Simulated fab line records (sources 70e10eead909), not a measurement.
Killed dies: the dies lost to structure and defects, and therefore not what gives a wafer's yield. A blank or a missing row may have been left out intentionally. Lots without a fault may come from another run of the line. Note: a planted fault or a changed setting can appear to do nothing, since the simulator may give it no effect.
Chamber matching :: flow nand-harc :: rie-diel-03 running NHARC_P_GATE_DESCUM_61: 4 sister chambers
The step chemistry O2, time 3 s. 8 wafers are shown with their chamber, then 7 later ones without.

## EACH WAFER AND ITS CHAMBER
wafer: L082.4
chamber: 3
showerhead-plenum-p-Torr (Torr): 1.85
drypump-motor-current-A (A): 5.2

wafer: L089.4
chamber: 2
showerhead-plenum-p-Torr (Torr): 1.99
drypump-motor-current-A (A): 5.8

wafer: L089.5
chamber: 1
showerhead-plenum-p-Torr (Torr): 1.85
drypump-motor-current-A (A): 5.2

wafer: L088.1
chamber: 0
showerhead-plenum-p-Torr (Torr): 1.94
drypump-motor-current-A (A): 5.7

wafer: L088.2
chamber: 1
showerhead-plenum-p-Torr (Torr): 1.85
drypump-motor-current-A (A): 5.3

wafer: L088.3
chamber: 2
showerhead-plenum-p-Torr (Torr): 1.98
drypump-motor-current-A (A): 5.7

wafer: L091.1
chamber: 0
showerhead-plenum-p-Torr (Torr): 1.94
drypump-motor-current-A (A): 5.7

wafer: L091.3
chamber: 3
showerhead-plenum-p-Torr (Torr): 1.84
drypump-motor-current-A (A): 5.2

## WAFERS WITH NO CHAMBER GIVEN
wafer: L091.6
showerhead-plenum-p-Torr (Torr): 1.98
drypump-motor-current-A (A): 5.7

wafer: L092.1
showerhead-plenum-p-Torr (Torr): 1.84
drypump-motor-current-A (A): 5.2

wafer: L092.3
showerhead-plenum-p-Torr (Torr): 1.98
drypump-motor-current-A (A): 5.7

wafer: L092.6
showerhead-plenum-p-Torr (Torr): 1.84
drypump-motor-current-A (A): 5.2

wafer: L096.1
showerhead-plenum-p-Torr (Torr): 1.94
drypump-motor-current-A (A): 5.6

wafer: L096.2
showerhead-plenum-p-Torr (Torr): 1.98
drypump-motor-current-A (A): 5.7

wafer: L096.6
showerhead-plenum-p-Torr (Torr): 1.85
drypump-motor-current-A (A): 5.2

## WHICH CHAMBER EACH WENT THROUGH
wafer: L091.6
from the rows above: 2
in truth: 2

wafer: L092.1
from the rows above: can't be placed: 3 or 1
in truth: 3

wafer: L092.3
from the rows above: 2
in truth: 2

wafer: L092.6
from the rows above: can't be placed: 3 or 1
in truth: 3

wafer: L096.1
from the rows above: 0
in truth: 0

wafer: L096.2
from the rows above: 2
in truth: 2

wafer: L096.6
from the rows above: can't be placed: 3 or 1
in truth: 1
Correct placement for 4 of the 7. Can't be placed from these rows: 3 (the true chamber is among the candidates in 3). Number placed wrongly: 0.
How it was worked out, from the rows above alone: a wafer's distance from a chamber is the root of the sum, over the readings, of the square of ((its reading less the chamber's mean) divided by the reading's scatter). If the next closest chamber is less than 2 further off than the closest, the wafer can't be placed; otherwise it belongs to the closest. The mean given for a chamber averages the wafers shown for that chamber. How the scatter is found: for the shown wafers, subtract from each reading the mean of its chamber, square and add these, divide the total by (wafers less chambers), then take the root.
